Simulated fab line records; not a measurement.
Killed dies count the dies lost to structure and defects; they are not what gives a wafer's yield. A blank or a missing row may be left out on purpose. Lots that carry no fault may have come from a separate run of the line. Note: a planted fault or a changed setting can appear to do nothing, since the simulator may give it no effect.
fab line records	flow n5Finfet
[record] lots = 11	wafers = 30	lastDay = 17
route steps=1938 shown SD_EPI_N@281 BEOL_M4@1089 BEOL_M5@1114 PASSIVATION@1936
lots that met no fault: from a run of the same line without faults
startH: hours from the record's first day to the start of the lot's first wafer shown	waitH: hours from the lot's prior step to this one	" identical to the entry in the row above	L1.1+2: one row covering several wafers at once	- value missing, or start not given	* or withheld: withheld	< > ~ a bound
route shown NAME@n: a module of which the file shows steps, and the number in the route of the first	usual: average and standard deviation across the fault-free wafers	same: alike in all rows	chamber/n: place in a boat	sites: each site's reading	_std_site: the standard deviation of these	_edge_site: the outer-site mean with the inner-site mean subtracted	radiusMm: for every site, how far away it sits from the centre of the wafer	mask NAME#n: copy n	behind: tool/chamber where the wafer was last shaped	hold: cause of the lot's hold/its duration in hours/its outcome	device: which transistor (n, p or np) failed to switch	end of line: tests of these same wafers at the route's end	a step without rows: its recipe alone	killed: not the wafer's yield, but the dies lost to structure and defects at the first sort	map: a wafer's dies, marking killed ones x, the rest . and places with no die _
set.NAME: setting as actually run; set.NAME@STEP: the setting as run at that earlier step	model.NAME: the simulator's own value behind a step, which no gauge read
the route's steps for a sample of lots (tables are steps, rows are wafers)
services: the hour from which a tool's chamber was out of use, counted from the record's first day as startH (under 0 if before that day), plus the number of hours and why
[[steps]]
[step N5_SD_EPI_N_SD_RECESS_17]
[recipe] chemistry = HBr/Cl2/O2	targetDepthA = 410	maskMaterial = SOC	timeS = 23.7	btTimeS = 3	pressureMtorr = 10	icpW = 800	biasW = 112	HBr_flow_sccm = 150	Cl2_flow_sccm = 80	O2_flow_sccm = 12
[usual] drypumpMotorCurrentA = 5.6/0.43	oesProductAu = 0.993/0.015	throttleValvePct = 37.2/0.38
lot.wafer	tool	chamber	startH	waitH	drypumpMotorCurrentA	oesProductAu	rfHoursCounterH	throttleValvePct
L512.2	rieSi-05	0	56.36	0.0	5.7	0.998	113	37.5
L512.4	"	3	"	"	6.2	0.990	33	37.1
L512.6	"	3	"	"	6.1	1.008	-	37.1
L514.1	rieSi-02	2	67.08	0.0	5.5	0.977	68	36.7
L514.3	"	3	"	"	5.5	1.028	122	37.4
L514.5	"	0	"	"	6.0	1.007	-	36.5
L515.2	rieSi-05	3	72.85	0.0	6.1	1.002	33	37.1
L515.4	"	0	"	"	5.6	0.995	113	37.5
L515.5	"	1	"	"	5.5	0.983	-	37.0
L516.1	rieSi-05	0	79.31	0.0	5.6	0.993	113	37.5
L516.2	"	3	"	"	6.2	1.007	33	37.1
L516.6	"	1	"	"	5.6	0.988	-	37.0
L524.3	rieSi-03	0	128.52	0.0	5.6	0.986	64	37.0
L524.6	"	3	"	"	5.5	0.966	-	37.1
L525.4	rieSi-03	3	132.76	0.0	5.5	0.970	128	37.1
L525.5	"	3	"	"	5.5	0.968	-	37.1
L526.3	rieSi-03	3	140.23	0.0	5.5	0.974	128	37.1
L526.4	"	0	"	"	5.6	0.989	64	37.0
L527.2	rieSi-02	1	145.11	0.0	6.3	0.988	88	37.5
L527.3	"	3	"	"	5.5	1.021	-	37.4
L527.4	"	1	"	"	6.3	0.999	-	37.5
L529.2	rieSi-05	2	157.23	0.0	6.2	0.990	92	37.7
L529.5	"	0	"	"	5.7	0.993	-	37.5
L529.6	"	1	"	"	5.6	1.001	-	37.0
L531.1	rieSi-02	0	168.40	0.0	6.0	1.005	21	36.5
L531.5	"	1	"	"	6.3	0.992	-	37.6
L531.6	"	0	"	"	5.9	1.009	-	36.6
L532.2	rieSi-05	3	174.34	0.0	6.2	1.006	35	37.1
L532.3	"	1	"	"	5.6	0.990	127	37.0
L532.5	"	2	"	"	6.2	0.992	-	37.7
[step N5_BEOL_M4_ANNEAL_82]
[recipe] tempC = 400	timeS = 240	ambient = vacuum
[usual] heaterPowerW = 851/85
lot.wafer	tool	chamber	startH	waitH	heaterPowerW
L512.2	pvdSputter-01	-	185.97	0.0	859
L512.4	"	-	"	"	932
L512.6	"	-	"	"	932
L516.1	pvdSputter-03	-	202.17	0.0	794
L516.2	"	-	"	"	805
L516.6	"	-	"	"	802
L514.1	pvdSputter-01	-	209.39	0.0	864
L514.3	"	-	"	"	850
L514.5	"	-	"	"	946
L515.2	pvdSputter-01	-	212.25	0.0	871
L515.4	"	-	"	"	925
L515.5	"	-	"	"	951
L526.3	pvdSputter-03	-	266.48	0.0	782
L526.4	"	-	"	"	790
L524.3	pvdSputter-02	-	268.31	0.0	677
L524.6	"	-	"	"	673
L527.2	pvdSputter-01	-	270.05	0.0	849
L527.3	"	-	"	"	948
L527.4	"	-	"	"	949
L525.4	pvdSputter-03	-	277.82	0.0	759
L525.5	"	-	"	"	775
L529.2	pvdSputter-01	-	284.63	0.0	870
L529.5	"	-	"	"	863
L529.6	"	-	"	"	849
L531.1	pvdSputter-03	-	298.16	0.0	807
L531.5	"	-	"	"	959
L531.6	"	-	"	"	784
L532.2	pvdSputter-03	-	300.00	0.0	948
L532.3	"	-	"	"	780
L532.5	"	-	"	"	766
[step N5_BEOL_M4_INSPECT_59]
[recipe] inspectInstrument = darkfield	mode = postDep
[usual] rawDefectCount = 68/22
lot.wafer	tool	chamber	startH	waitH	rawDefectCount
L512.2	defectInspect-01	-	188.38	0.0	86
L512.4	"	-	"	"	40
L512.6	"	-	"	"	93
L516.1	defectInspect-01	-	204.54	0.0	46
L516.2	"	-	"	"	80
L516.6	"	-	"	"	34
L514.1	defectInspect-01	-	211.86	0.0	92
L514.3	"	-	"	"	98
L514.5	"	-	"	"	72
L515.2	defectInspect-01	-	214.77	0.0	89
L515.4	"	-	"	"	79
L515.5	"	-	"	"	52
L526.3	defectInspect-02	-	269.85	0.0	86
L526.4	"	-	"	"	92
L524.3	defectInspect-02	-	270.93	0.0	47
L524.6	"	-	"	"	103
L527.2	defectInspect-01	-	272.37	0.0	61
L527.3	"	-	"	"	45
L527.4	"	-	"	"	47
L525.4	defectInspect-01	-	280.19	0.0	100
L525.5	"	-	"	"	80
L529.2	defectInspect-02	-	286.94	0.0	46
L529.5	"	-	"	"	66
L529.6	"	-	"	"	65
L531.1	defectInspect-01	-	300.52	0.0	74
L531.5	"	-	"	"	43
L531.6	"	-	"	"	46
L532.2	defectInspect-02	-	302.32	0.0	92
L532.3	"	-	"	"	99
L532.5	"	-	"	"	97
[step N5_BEOL_M4_RC_MEAS_101]
[usual] CJ_N = 4.35/0.086	DIBL_N = 36.7/1.8	DIBL_P = 37.0/2.4	IOFF_N = 0.17/0.036	IOFF_N_85C = 3.2/0.59	IOFF_P = 0.22/0.042	ION_N = 673/12	ION_P = 462/8.5	SS_N = 71.7/0.62	SS_P = 73.4/0.65	VT_N = 250/3.7	VT_P = -250/3.7
lot.wafer	tool	chamber	startH	waitH	CJ_N	DIBL_N[mV/V]	DIBL_P[mV/V]	IOFF_N[nA/um]	IOFF_N_85C[nA/um]	IOFF_P[nA/um]	ION_N[uA/um]	ION_P[uA/um]	SS_N[mV/dec]	SS_P[mV/dec]	VT_N[mV]	VT_P[mV]
L512.2	prober-02	0	188.56	0.2	4.36	38.5	39.0	0.19	3.6	0.25	671	461	71.5	73.3	250	-250
L512.4	"	0	"	"	4.35	38.2	39.0	0.21	4.0	0.24	675	460	71.9	74.6	245	-250
L512.6	"	0	"	"	4.40	37.8	37.4	0.19	3.5	0.22	667	457	72.0	73.4	250	-249
L516.1	prober-01	0	204.56	0.0	4.34	37.7	38.4	0.17	3.3	0.21	670	455	72.2	73.5	251	-253
L516.2	"	0	"	"	4.43	34.6	34.7	0.13	2.6	0.16	671	456	71.1	72.0	252	-255
L516.6	"	0	"	"	4.41	35.9	35.1	0.14	2.8	0.17	655	447	71.1	73.6	252	-254
L514.1	prober-02	0	211.89	0.0	4.44	38.2	38.0	0.18	3.4	0.24	671	462	72.3	73.9	249	-246
L514.3	"	0	"	"	4.51	35.4	34.7	0.13	2.6	0.20	674	470	71.2	72.7	253	-248
L514.5	"	0	"	"	4.47	36.1	35.7	0.15	3.0	0.21	661	462	71.0	72.8	250	-251
L515.2	prober-02	0	214.95	0.2	4.38	34.1	34.9	0.11	2.3	0.15	642	447	71.1	73.3	257	-253
L515.4	"	0	"	"	4.33	36.1	36.7	0.13	2.6	0.18	654	443	71.3	72.7	257	-252
L515.5	"	0	"	"	4.41	33.6	34.7	0.11	2.3	0.15	647	446	70.5	72.5	256	-255
L526.3	prober-02	0	270.18	0.3	4.89	43.2	38.9	0.68	10.5	0.27	710	477	79.3	73.6	243	-244
L526.4	"	0	"	"	4.45	38.1	40.2	0.22	4.1	0.29	693	479	71.9	73.2	241	-246
L524.3	prober-01	0	271.27	0.3	4.81	41.2	37.2	0.45	7.6	0.22	687	465	78.2	73.9	249	-251
L524.6	"	0	"	"	4.40	34.5	36.0	0.13	2.6	0.19	674	463	71.3	73.4	250	-253
L527.2	prober-02	0	272.55	0.2	4.35	34.4	35.6	0.13	2.6	0.18	669	461	69.5	72.7	251	-253
L527.3	"	0	"	"	4.42	36.2	37.1	0.15	3.0	0.22	677	474	71.6	73.1	249	-247
L527.4	"	0	"	"	4.28	34.7	35.4	0.13	2.5	0.18	654	457	71.0	73.0	251	-251
L525.4	prober-01	0	280.68	0.5	4.41	35.6	36.4	0.15	3.0	0.18	664	452	72.0	73.4	252	-254
L525.5	"	0	"	"	4.90	44.8	38.7	0.80	12.4	0.23	709	466	82.2	74.5	242	-253
L529.2	prober-02	0	287.12	0.2	4.29	38.5	35.5	0.19	3.5	0.22	677	463	73.4	73.6	249	-246
L529.5	"	0	"	"	4.23	36.2	32.7	0.14	2.8	0.17	662	453	71.1	72.6	253	-251
L529.6	"	0	"	"	4.38	35.7	33.9	0.16	3.1	0.20	686	471	71.4	72.8	250	-249
L531.1	prober-01	0	300.55	0.0	4.44	35.7	34.9	0.15	3.0	0.19	678	461	71.4	73.1	251	-249
L531.5	"	0	"	"	4.41	36.7	36.2	0.17	3.3	0.22	686	464	71.0	73.8	250	-249
L531.6	"	0	"	"	4.38	32.1	30.0	0.10	2.1	0.14	662	456	70.7	72.4	256	-255
L532.2	prober-02	0	302.50	0.2	4.39	38.1	36.4	0.17	3.3	0.25	687	471	71.4	73.9	247	-248
L532.3	"	0	"	"	4.35	39.6	38.4	0.20	3.9	0.29	671	462	72.5	73.2	250	-247
L532.5	"	0	"	"	4.21	37.0	35.7	0.15	3.0	0.23	683	470	70.7	73.3	249	-248
[step N5_BEOL_M5_THK_MEAS_01]
[recipe] reads = SiCOH_lowk_of_BEOL_M5_ILD_DEP_00
[usual] M5_ILD_THK = 121.4/1.4
lot.wafer	tool	chamber	startH	waitH	M5_ILD_THK[nm]
L512.2	filmMetro-02	-	189.95	0.4	120.9
L512.4	"	-	"	"	123.5
L512.6	"	-	"	"	124.8
L516.1	filmMetro-01	-	206.11	0.4	121.4
L516.2	"	-	"	"	120.3
L516.6	"	-	"	"	120.3
L514.1	filmMetro-01	-	213.44	0.4	122.5
L514.3	"	-	"	"	123.5
L514.5	"	-	"	"	122.4
L515.2	filmMetro-01	-	216.81	0.7	121.4
L515.4	"	-	"	"	122.7
L515.5	"	-	"	"	122.8
L526.3	filmMetro-01	-	271.42	0.3	119.2
L526.4	"	-	"	"	121.8
L524.3	filmMetro-01	-	272.50	0.3	121.2
L524.6	"	-	"	"	124.1
L527.2	filmMetro-02	-	273.93	0.4	120.8
L527.3	"	-	"	"	119.8
L527.4	"	-	"	"	122.3
L525.4	filmMetro-02	-	281.75	0.2	119.7
L525.5	"	-	"	"	120.9
L529.2	filmMetro-02	-	288.50	0.4	119.1
L529.5	"	-	"	"	122.3
L529.6	"	-	"	"	123.5
L531.1	filmMetro-01	-	302.09	0.4	118.7
L531.5	"	-	"	"	120.4
L531.6	"	-	"	"	121.0
L532.2	filmMetro-01	-	303.88	0.4	120.6
L532.3	"	-	"	"	121.1
L532.5	"	-	"	"	122.5
[step N5_PASSIVATION_PROBE_49]
[usual] defectLimitedYield = 91.1/1.4	killed_at_M0_to_M3 = 32/9.3	killed_at_M4_up = 13/5.8	killedAtContacts = 12/6.3	killedAtFrontEnd = 44/12	killedAtOther = 3.6/2.7	killedDies = 104/17	killedOpen = 69/13	killedShort = 34/6.9	sort_bin_4_leakage = 0.00/0.031	sort_bin_5_function = 5.2/0.98	sort_bin_6_memory = 3.3/0.59	sort_bin_8_speed = 0.01/0.039	sortNPass = 1075/17	sortYieldPct = 91.1/1.4
[same] grossDies = 1180	killedAtBackSide = 0
lot.wafer	tool	chamber	startH	waitH	defectLimitedYield[%]	killed_at_M0_to_M3	killed_at_M4_up	killedAtContacts	killedAtFrontEnd	killedAtOther	killedDies	killedOpen	killedShort	sort_bin_4_leakage[%]	sort_bin_5_function[%]	sort_bin_6_memory[%]	sort_bin_8_speed[%]	sortNPass	sortYieldPct[%]
L512.2	prober-01	-	292.65	0.1	90.6	20	17	11	62	1	111	74	32	0	5.3	3.4	0	1069	90.6
L512.4	prober-01	-	292.75	0.2	91.0	33	11	6	54	2	106	67	38	0	5.8	3.1	0	1074	91.0
L512.6	prober-01	-	292.85	0.3	92.9	31	18	13	21	1	84	57	26	0	4.1	2.8	0	1096	92.9
L516.1	prober-01	-	307.96	0.0	90.3	25	12	15	57	6	115	78	36	0	5.8	3.6	0	1065	90.3
L516.2	prober-01	-	308.01	0.1	92.8	18	8	6	52	1	85	62	22	0	4.2	2.9	0	1095	92.8
L516.6	prober-01	-	308.21	0.3	88.6	30	11	13	76	4	134	88	46	0	7.5	3.5	0	1046	88.6
L514.1	prober-02	-	318.92	0.0	92.1	32	14	4	38	5	93	56	35	0	4.2	3.1	0	1087	92.1
L514.3	prober-02	-	319.02	0.1	92.6	36	13	9	24	5	87	65	22	0	5.0	2.2	0	1093	92.6
L514.5	prober-02	-	319.12	0.2	92.8	27	9	7	40	2	85	50	34	0	4.4	2.5	0	1095	92.8
L515.2	prober-01	-	332.41	0.1	90.7	27	28	8	44	3	110	62	48	0	5.7	3.2	0	1070	90.7
L515.4	prober-01	-	332.51	0.2	93.9	24	9	5	34	0	72	50	20	0	3.1	2.8	0.08	1107	93.8
L515.5	prober-01	-	332.56	0.2	89.9	28	22	7	60	2	119	71	44	0	5.8	3.6	0	1061	89.9
L524.3	prober-01	-	375.41	0.1	87.7	25	14	20	82	4	145	101	44	40.08	7.5	4.7	0	562	47.6
L524.6	prober-01	-	375.56	0.3	90.2	30	16	19	48	3	116	80	36	0	5.8	4.0	0	1064	90.2
L527.2	prober-02	-	376.23	0.1	88.6	34	9	18	69	4	134	91	43	0	7.0	3.8	0	1046	88.6
L527.3	prober-02	-	376.28	0.1	88.6	40	10	8	73	3	134	94	36	0	6.8	3.8	0	1046	88.6
L527.4	prober-02	-	376.33	0.2	90.6	34	8	10	53	6	111	77	32	0	4.9	3.9	0	1069	90.6
L525.4	prober-01	-	387.21	0.2	90.2	34	30	5	46	1	116	77	39	0	5.5	4.2	0	1064	90.2
L525.5	prober-01	-	387.26	0.2	89.3	51	19	5	46	5	126	70	56	89.15	5.6	4.6	0	2	0.2
L526.3	prober-02	-	391.18	0.1	92.1	28	10	11	44	0	93	48	45	86.27	5.1	2.6	0	69	5.8
L526.4	prober-02	-	391.23	0.2	90.9	35	17	24	28	3	107	73	33	0	5.7	2.8	0	1073	90.9
L529.2	prober-01	-	392.20	0.1	92.1	33	11	14	30	5	93	63	30	0	4.4	3.2	0	1087	92.1
L529.5	prober-01	-	392.35	0.2	91.7	26	15	19	32	6	98	69	29	0	5.3	3.0	0	1082	91.7
L529.6	prober-01	-	392.40	0.3	88.7	43	17	14	57	2	133	94	39	0	6.7	4.3	0	1047	88.7
L532.2	prober-02	-	408.59	0.1	89.7	42	8	7	62	3	122	84	35	0	6.7	3.2	0	1058	89.7
L532.3	prober-02	-	408.64	0.1	88.6	75	9	13	33	4	134	89	41	0	6.9	3.9	0	1046	88.6
L532.5	prober-02	-	408.74	0.2	88.7	51	7	10	62	3	133	88	44	0	6.7	4.1	0	1047	88.7
L531.1	prober-01	-	418.77	0.0	92.4	31	13	11	32	3	90	54	32	0	4.3	2.7	0	1090	92.4
L531.5	prober-01	-	418.97	0.2	93.0	29	11	8	32	3	83	55	24	0	4.2	2.5	0	1097	93.0
L531.6	prober-01	-	419.02	0.3	93.8	18	7	12	33	3	73	51	21	0	3.6	2.4	0	1107	93.8
// killed by level:class
L512.2 FIN_SAQP:geometricParticle:open=20 BEOL_M4:geometricParticle:open=11 FIN_SAQP:geometricParticle:short=9 MOL_CONTACT_COAG:geometricParticle:open=8 STI_FIN_REVEAL:geometricParticle:open=5 DUMMY_GATE:geometricParticle:open=4 BEOL_M0_SAQP:geometricParticle:open=4 HKMG_FIN:areaEtch=4
L512.4 FIN_SAQP:geometricParticle:short=14 STI_FIN_REVEAL:geometricParticle:open=11 FIN_SAQP:geometricParticle:open=9 BEOL_M3:geometricParticle:open=9 BEOL_M0_SAQP:geometricParticle:open=7 MOL_CONTACT_COAG:geometricParticle:open=5 STARTING-WAFER:geometricParticle:open=5 GATE_CUT:geometricParticle:short=4
L512.6 MOL_CONTACT_COAG:geometricParticle:open=10 BEOL_M3:geometricParticle:open=8 BEOL_M4:geometricParticle:open=7 BEOL_M0_SAQP:geometricParticle:open=5 STI_FIN_REVEAL:geometricParticle:open=4 GATE_CUT:geometricParticle:short=4 BEOL_M0:geometricParticle:short=4 BEOL_M7:geometricParticle:open=4
L516.1 STI_FIN_REVEAL:geometricParticle:open=32 MOL_CONTACT_COAG:geometricParticle:open=11 STI_FIN_REVEAL:geometricParticle:short=9 BEOL_M0_SAQP:geometricParticle:open=7 BEOL_M2:geometricParticle:open=7 BEOL_M0_SAQP:geometricParticle:short=6 GATE_CUT:geometricParticle:short=4 MOL_CONTACT_COAG:geometricParticle:short=4
L516.2 STI_FIN_REVEAL:geometricParticle:open=17 GATE_CUT:geometricParticle:short=7 GATE_CUT:geometricParticle:open=7 MOL_CONTACT_COAG:geometricParticle:open=6 BEOL_M0:geometricParticle:open=5 BEOL_M2:geometricParticle:open=5 FIN_SAQP:geometricParticle:short=4 DUMMY_GATE:geometricParticle:open=4
L516.6 STI_FIN_REVEAL:geometricParticle:open=27 GATE_CUT:geometricParticle:short=12 BEOL_M2:geometricParticle:open=10 MOL_CONTACT_COAG:geometricParticle:open=8 GATE_CUT:geometricParticle:open=7 BEOL_M0_SAQP:geometricParticle:short=6 FIN_SAQP:geometricParticle:short=5 FIN_SAQP:geometricParticle:open=5
L514.1 FIN_SAQP:geometricParticle:short=10 FIN_SAQP:geometricParticle:open=9 BEOL_M3:geometricParticle:open=9 BEOL_M0_SAQP:geometricParticle:short=8 STI_FIN_REVEAL:geometricParticle:open=6 BEOL_M0_SAQP:geometricParticle:open=4 BEOL_M1:geometricParticle:open=4 BEOL_M5:geometricParticle:open=4
L514.3 BEOL_M0_SAQP:geometricParticle:short=9 BEOL_M3:geometricParticle:open=8 BEOL_M2:geometricParticle:open=7 MOL_CONTACT_COAG:geometricParticle:open=6 BEOL_M1:geometricParticle:open=6 BEOL_M6:geometricParticle:open=5 ILD0:geometricParticle:open=5 BEOL_M0_SAQP:geometricParticle:open=5
L514.5 BEOL_M2:geometricParticle:open=9 FIN_SAQP:geometricParticle:short=8 STI_FIN_REVEAL:geometricParticle:open=8 MOL_CONTACT_COAG:geometricParticle:open=6 GATE_CUT:geometricParticle:short=5 BEOL_M3:geometricParticle:open=5 DUMMY_GATE:geometricParticle:open=4 BEOL_M1:geometricParticle:open=4
L515.2 BEOL_M4:geometricParticle:open=16 FIN_SAQP:geometricParticle:short=14 FIN_SAQP:geometricParticle:open=8 BEOL_M2:geometricParticle:open=6 DUMMY_GATE:geometricParticle:open=5 BEOL_M3:geometricParticle:open=4 MOL_CONTACT_COAG:geometricParticle:open=4 MOL_CONTACT_COAG:geometricParticle:short=4
L515.4 BEOL_M2:geometricParticle:open=8 STI_FIN_REVEAL:geometricParticle:open=7 DUMMY_GATE:geometricParticle:open=7 BEOL_M1:geometricParticle:open=6 FIN_SAQP:geometricParticle:open=5 FIN_SAQP:geometricParticle:short=4 MOL_CONTACT_COAG:geometricParticle:open=4 GATE_CUT:geometricParticle:short=3
L515.5 FIN_SAQP:geometricParticle:short=15 FIN_SAQP:geometricParticle:open=12 STI_FIN_REVEAL:geometricParticle:open=10 BEOL_M2:geometricParticle:open=8 BEOL_M1:geometricParticle:open=7 BEOL_M4:geometricParticle:open=6 BEOL_M5:geometricParticle:open=6 DUMMY_GATE:geometricParticle:open=5
L524.3 STI_FIN_REVEAL:geometricParticle:open=25 MOL_CONTACT_COAG:geometricParticle:open=15 BEOL_M3:geometricParticle:open=13 FIN_SAQP:geometricParticle:short=9 ILD0:geometricParticle:open=9 FIN_SAQP:geometricParticle:open=8 DUMMY_GATE:geometricParticle:open=6 ILD0:geometricParticle:short=5
L524.6 MOL_CONTACT_COAG:geometricParticle:open=16 FIN_SAQP:geometricParticle:open=13 FIN_SAQP:geometricParticle:short=9 BEOL_M2:geometricParticle:open=8 BEOL_M4:geometricParticle:open=8 STI_FIN_REVEAL:geometricParticle:open=4 DUMMY_GATE:geometricParticle:open=4 BEOL_M0_SAQP:geometricParticle:open=4
L527.2 STI_FIN_REVEAL:geometricParticle:open=18 MOL_CONTACT_COAG:geometricParticle:open=15 GATE_CUT:geometricParticle:short=11 BEOL_M0_SAQP:geometricParticle:short=11 FIN_SAQP:geometricParticle:open=9 DUMMY_GATE:geometricParticle:open=9 BEOL_M0_SAQP:geometricParticle:open=9 BEOL_M2:geometricParticle:open=9
L527.3 STI_FIN_REVEAL:geometricParticle:open=18 FIN_SAQP:geometricParticle:open=16 DUMMY_GATE:geometricParticle:open=11 FIN_SAQP:geometricParticle:short=9 BEOL_M2:geometricParticle:open=8 BEOL_M0:geometricParticle:open=8 MOL_CONTACT_COAG:geometricParticle:open=7 BEOL_M4:geometricParticle:open=7
L527.4 BEOL_M0_SAQP:geometricParticle:open=10 STI_FIN_REVEAL:geometricParticle:open=8 MOL_CONTACT_COAG:geometricParticle:open=8 FIN_SAQP:geometricParticle:open=7 STARTING-WAFER:geometricParticle:open=7 GATE_CUT:geometricParticle:short=6 BEOL_M3:geometricParticle:open=6 FIN_SAQP:geometricParticle:short=5
L525.4 BEOL_M4:geometricParticle:open=18 STI_FIN_REVEAL:geometricParticle:open=11 DUMMY_GATE:geometricParticle:open=11 BEOL_M0_SAQP:geometricParticle:short=10 BEOL_M0:geometricParticle:open=7 GATE_CUT:geometricParticle:short=6 MOL_CONTACT_COAG:geometricParticle:open=5 BEOL_M0_SAQP:geometricParticle:open=5
L525.5 BEOL_M0_SAQP:geometricParticle:short=14 BEOL_M0_SAQP:geometricParticle:open=13 BEOL_M1:geometricParticle:open=8 BEOL_M4:geometricParticle:short=7 FIN_SAQP:geometricParticle:open=6 STI_FIN_REVEAL:geometricParticle:open=6 BEOL_M0:geometricParticle:open=5 FIN_SAQP:geometricParticle:short=4
L526.3 FIN_SAQP:geometricParticle:short=15 BEOL_M0_SAQP:geometricParticle:short=11 BEOL_M2:geometricParticle:open=10 MOL_CONTACT_COAG:geometricParticle:open=8 FIN_SAQP:geometricParticle:open=5 GATE_CUT:geometricParticle:short=5 DUMMY_GATE:geometricParticle:open=4 BEOL_M0_SAQP:geometricParticle:open=4
L526.4 MOL_CONTACT_COAG:geometricParticle:open=19 BEOL_M0_SAQP:geometricParticle:short=18 BEOL_M4:geometricParticle:open=10 FIN_SAQP:geometricParticle:open=8 BEOL_M0_SAQP:geometricParticle:open=8 STI_FIN_REVEAL:geometricParticle:open=5 MOL_CONTACT_COAG:geometricParticle:short=5 BEOL_M2:geometricParticle:open=4
L529.2 BEOL_M3:geometricParticle:open=12 MOL_CONTACT_COAG:geometricParticle:open=11 FIN_SAQP:geometricParticle:open=7 FIN_SAQP:geometricParticle:short=6 BEOL_M0_SAQP:geometricParticle:short=6 DUMMY_GATE:geometricParticle:open=5 BEOL_M0_SAQP:geometricParticle:open=4 BEOL_M2:geometricParticle:open=4
L529.5 MOL_CONTACT_COAG:geometricParticle:open=13 BEOL_M3:geometricParticle:open=8 FIN_SAQP:geometricParticle:short=6 BEOL_M4:geometricParticle:open=6 MOL_CONTACT_COAG:geometricParticle:short=6 BEOL_M2:geometricParticle:open=6 STI_FIN_REVEAL:geometricParticle:open=5 FIN_SAQP:geometricParticle:open=4
L529.6 FIN_SAQP:geometricParticle:open=13 BEOL_M0_SAQP:geometricParticle:short=11 MOL_CONTACT_COAG:geometricParticle:open=10 BEOL_M4:geometricParticle:open=10 STI_FIN_REVEAL:geometricParticle:open=9 BEOL_M0_SAQP:geometricParticle:open=9 DUMMY_GATE:geometricParticle:open=7 BEOL_M3:geometricParticle:open=7
L532.2 STI_FIN_REVEAL:geometricParticle:open=20 BEOL_M2:geometricParticle:open=13 FIN_SAQP:geometricParticle:open=12 BEOL_M0_SAQP:geometricParticle:short=9 STI_FIN_REVEAL:geometricParticle:short=6 BEOL_M0_SAQP:geometricParticle:open=6 FIN_SAQP:geometricParticle:short=5 MOL_CONTACT_COAG:geometricParticle:open=5
L532.3 BEOL_M0_SAQP:geometricParticle:open=23 BEOL_M0_SAQP:geometricParticle:short=14 BEOL_M1:geometricParticle:open=10 BEOL_M2:geometricParticle:open=10 MOL_CONTACT_COAG:geometricParticle:open=9 FIN_SAQP:geometricParticle:open=6 STI_FIN_REVEAL:geometricParticle:open=6 BEOL_M0:geometricParticle:open=6
L532.5 STI_FIN_REVEAL:geometricParticle:open=20 BEOL_M2:geometricParticle:open=17 FIN_SAQP:geometricParticle:open=10 BEOL_M0_SAQP:geometricParticle:short=10 FIN_SAQP:geometricParticle:short=9 MOL_CONTACT_COAG:geometricParticle:open=8 DUMMY_GATE:geometricParticle:open=6 BEOL_M0_SAQP:geometricParticle:open=6
L531.1 FIN_SAQP:geometricParticle:open=12 BEOL_M2:geometricParticle:open=10 MOL_CONTACT_COAG:geometricParticle:open=7 BEOL_M0_SAQP:geometricParticle:open=7 BEOL_M0_SAQP:geometricParticle:short=7 FIN_SAQP:geometricParticle:short=4 STI_FIN_REVEAL:geometricParticle:short=4 STI_FIN_REVEAL:geometricParticle:open=3
L531.5 BEOL_M2:geometricParticle:open=12 STI_FIN_REVEAL:geometricParticle:open=10 BEOL_M0_SAQP:geometricParticle:short=8 MOL_CONTACT_COAG:geometricParticle:open=5 BEOL_M0_SAQP:geometricParticle:open=4 BEOL_M1:geometricParticle:open=4 FIN_SAQP:geometricParticle:open=3 FIN_SAQP:geometricParticle:short=3
L531.6 FIN_SAQP:geometricParticle:open=11 MOL_CONTACT_COAG:geometricParticle:open=11 FIN_SAQP:geometricParticle:short=5 BEOL_M0:geometricParticle:open=4 BEOL_M4:geometricParticle:open=4 ILD0:geometricParticle:short=3 BEOL_M2:geometricParticle:open=3 BEOL_M3:geometricParticle:open=3
[[services]]
tool	chamber	startH	hours	kind
rieSi-05	2	39.60	1.3	repair
rieSi-02	-	54.41	2.8	pm
pvdSputter-01	-	59.71	2.3	repair
rieSi-03	-	65.50	28.1	pm
rieSi-05	-	66.79	0.1	repair
pvdSputter-01	-	103.02	8.4	repair
pvdSputter-01	-	119.50	1.5	repair
rieSi-02	1	130.98	10.1	repair
rieSi-02	2	137.50	10.4	repair
rieSi-02	0	142.00	7.4	repair
rieSi-03	-	156.22	14.6	pm
rieSi-05	-	177.65	0.6	repair
rieSi-03	0	245.03	22.1	repair
rieSi-03	-	258.44	0.5	repair
rieSi-02	-	281.97	28.1	pm
[[key]]
[firstSign] step = N5_BEOL_M4_RC_MEAS_101	reading = SS_N	direction = up	sigmas = 13	usual = 71.7	struck = 79.9
[effect] step = N5_BEOL_M4_RC_MEAS_101	reading = IOFF_N	direction = up	sigmas = 13	usual = 0.17	struck = 0.64
[effect] step = N5_BEOL_M4_RC_MEAS_101	reading = IOFF_N_85C	direction = up	sigmas = 12	usual = 3.2	struck = 10.2
[effect] step = N5_BEOL_M4_RC_MEAS_101	reading = CJ_N	direction = up	sigmas = 6	usual = 4.35	struck = 4.87
[effect] step = N5_BEOL_M4_RC_MEAS_101	reading = DIBL_N	direction = up	sigmas = 3.6	usual = 36.7	struck = 43.1
[effect] step = N5_BEOL_M4_RC_MEAS_101	reading = ION_N	direction = up	sigmas = 2.3	usual = 673	struck = 702
[effect] step = N5_PASSIVATION_PROBE_49	reading = sort_bin_4_leakage	direction = up	sigmas = 99+	usual = 0.00	struck = 71.84
metAt N5_SD_EPI_N_SD_RECESS_17
struckLots L524,L525,L526
struckWafers L524.3,L525.5,L526.3
notActingAt N5_BEOL_M4_ANNEAL_82,N5_BEOL_M4_INSPECT_59,N5_BEOL_M5_THK_MEAS_01
[fault] kind = processParameterDrift	tool = rieSi-03	chamber = -	onsetH = 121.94	steps = N5_SD_EPI_N_SD_RECESS_17	channel = timeS	offset = *	shape = step	endH = 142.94	scope = struckWafersOnly	actsIn = *	stated = *
